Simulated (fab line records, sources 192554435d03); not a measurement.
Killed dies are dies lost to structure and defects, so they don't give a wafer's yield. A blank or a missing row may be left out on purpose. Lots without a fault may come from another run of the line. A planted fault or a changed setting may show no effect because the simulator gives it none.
Chamber matching | flow n5_finfet | N5_MOL_CONTACT_COAG_CMP_52 on cmp-01: 4 sister chambers
The step polishes, stops on SiO2, t overpolish 1.5 s, target thk 66.5 nm. 7 wafers are shown with their chamber, then 7 later ones without.

WAFERS WITH THEIR CHAMBER
wafer  | chamber | motor_current_A (A) | time_to_endpoint_s (s)
L074.3 | 0       | 9.9                 | 13.0
L080.5 | 2       | 11.2                | 16.9
L082.1 | 3       | 13.1                | 15.2
L091.4 | 2       | 11.2                | 8.3
L091.5 | 1       | 13.6                | 5.0
L092.1 | 3       | 13.7                | 13.8
L092.4 | 1       | 13.4                | 11.3

WAFERS WITHOUT THEIR CHAMBER
wafer  | motor_current_A (A) | time_to_endpoint_s (s)
L092.6 | 9.8                 | 11.5
L094.1 | 11.1                | 12.6
L094.2 | 13.5                | 12.6
L094.5 | 12.9                | 15.1
L097.2 | 13.8                | 16.0
L097.3 | 12.9                | 9.5
L097.6 | 10.1                | 10.7

WHICH CHAMBER EACH WENT THROUGH
wafer  | from the rows above     | in truth
L092.6 | 0                       | 0
L094.1 | 2                       | 2
L094.2 | can't be placed: 3 or 1 | 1
L094.5 | can't be placed: 3 or 1 | 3
L097.2 | can't be placed: 3 or 1 | 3
L097.3 | can't be placed: 3 or 1 | 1
L097.6 | 0                       | 0
Placed correctly: 3 of 7. Can't be placed from these rows: 4 (the true chamber is among the candidates in 4). Placed wrongly: 0.
How it was worked out, from the rows above alone: a wafer's distance from a chamber is the root of the sum, over the readings, of the square of ((its reading less the chamber's mean) divided by the reading's scatter). The wafer belongs to the nearest chamber; if the next one is less than 2 further off, it can't be placed. A chamber's mean is the mean of its shown wafers. The scatter: the root of (the sum of the squares of (reading less its chamber's mean) over the shown wafers, divided by (wafers less chambers)).
